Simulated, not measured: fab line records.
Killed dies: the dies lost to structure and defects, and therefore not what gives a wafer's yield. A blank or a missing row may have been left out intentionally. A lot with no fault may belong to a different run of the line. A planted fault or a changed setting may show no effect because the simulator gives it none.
Split-lot trial + flow n5 finfet + 21 wafers read from 7 lots, route of 1938 steps

## ABOUT THE SPLIT
At N5_MIM_BOT_ETCH_ETCH_00 (etches TiN in Cl2/BCl3, target depth 45.5 nm), the setting icp w was moved away from the recipe's 1000 W on 6 of the 21 wafers read, by -15.2% to +17.3%. This setting was run at the recipe's value on the other wafers.

Reading taken at the split's own step.

## THE READING
etch.depth nm (the simulator's own value, which no gauge read), in nm, at N5_MIM_BOT_ETCH_ETCH_00 (etches TiN in Cl2/BCl3, target depth 45.5 nm). There is no usual value for it anywhere in the file. The 15 wafers here that ran the recipe average 45.56 nm, standard deviation 0.77 nm.

| wafer  | tool, chamber at the split | icp w as run, W | against the recipe | etch.depth nm, nm | against lot-mates on the recipe |
|--------|----------------------------|-----------------|--------------------|-------------------|---------------------------------|
| L075.1 | rie metal-03, 0            | 1000            | recipe             | 45.35             | -                               |
| L075.2 | rie metal-03, 0            | 1000            | recipe             | 44.97             | -                               |
| L075.4 | rie metal-03, 0            | 1000            | recipe             | 44.9              | -                               |
| L078.2 | rie metal-02, 1            | 1000            | recipe             | 46.97             | -                               |
| L078.5 | rie metal-02, 0            | 1000            | recipe             | 45.3              | -                               |
| L078.6 | rie metal-02, 1            | 847.6           | -15.2%             | 40.99             | -5.14                           |
| L080.2 | rie metal-01, 1            | 1000            | recipe             | 44.85             | -                               |
| L080.3 | rie metal-01, 0            | 1000            | recipe             | 46.66             | -                               |
| L080.5 | rie metal-01, 1            | 1000            | recipe             | 44.82             | -                               |
| L079.1 | rie metal-02, 0            | 939.5           | -6.0%              | 42.16             | no lot-mate on the recipe       |
| L079.3 | rie metal-02, 0            | 939.5           | -6.0%              | 42.59             | no lot-mate on the recipe       |
| L079.4 | rie metal-02, 1            | 939.5           | -6.0%              | 44.7              | no lot-mate on the recipe       |
| L082.3 | rie metal-03, 0            | 1000            | recipe             | 45.01             | -                               |
| L082.4 | rie metal-03, 1            | 1000            | recipe             | 45                | -                               |
| L082.5 | rie metal-03, 0            | 1000            | recipe             | 45.39             | -                               |
| L088.1 | rie metal-01, 0            | 1000            | recipe             | 46.85             | -                               |
| L088.5 | rie metal-01, 1            | 1156            | +15.6%             | 51.23             | +4.46                           |
| L088.6 | rie metal-01, 0            | 1000            | recipe             | 46.68             | -                               |
| L089.1 | rie metal-03, 0            | 1173            | +17.3%             | 52.16             | +6.82                           |
| L089.4 | rie metal-03, 1            | 1000            | recipe             | 45.16             | -                               |
| L089.6 | rie metal-03, 0            | 1000            | recipe             | 45.52             | -                               |

THE FIT
A straight line over all 21 wafers: etch.depth nm changes by +0.357 nm for each +1% of icp w; r = +0.94; the points scatter about the line by 0.85 nm.
The same after taking each lot's own level away (the mean of its wafers on the recipe; 18 wafers): +0.343 nm for each +1%; r = +0.97; scatter 0.59 nm.
Per that fit: largest icp w move, reading shift of 5.9 nm.
The span of the lots' own levels, 45.073 to 46.765 nm, comes to 2.2 times the standard deviation stated above.
The two slopes are in agreement: the lot-to-lot level therefore moves the slope only a little.
Check: for one of the wafers moved furthest among these (+17.3%), held out of the fit, the line's prediction against its lot-mates is +5.34 nm. Against them it came out at +6.82 nm.

## OTHER SPLITS APPLIED TO THESE WAFERS
Note: prior to the reading, these wafers also went through further splits. Each is held against what the fit with the lots' levels taken away leaves over:
| other split on the same wafers | wafers away from the commonest value | r with etch.depth nm (lot level and that fit taken away) |
|--------------------------------|--------------------------------------|----------------------------------------------------------|
| N5_BEOL_M11_PECVD_70 temp c    | 9                                    | +0.12                                                    |
| N5_BEOL_M12_ETCH_59 bias w     | 6                                    | +0.02                                                    |
| N5_BEOL_M13_COAT_58 spin rpm   | 6                                    | +0.13                                                    |
| N5_BEOL_M13_COAT_04 spin rpm   | 8                                    | -0.60                                                    |
| N5_BEOL_M14_COAT_58 spin rpm   | 3                                    | -0.02                                                    |
| N5_BEOL_M14_DEP_53 time s      | 8                                    | +0.07                                                    |
| N5_BEOL_M15_SPUTTER_44 power w | 8                                    | +0.09                                                    |
| N5_PASSIVATION_PECVD_00 time s | 7                                    | +0.12                                                    |

## FILE'S OWN FIT
etch.depth nm changes by +0.343 nm for each +1% of icp w, r = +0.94.
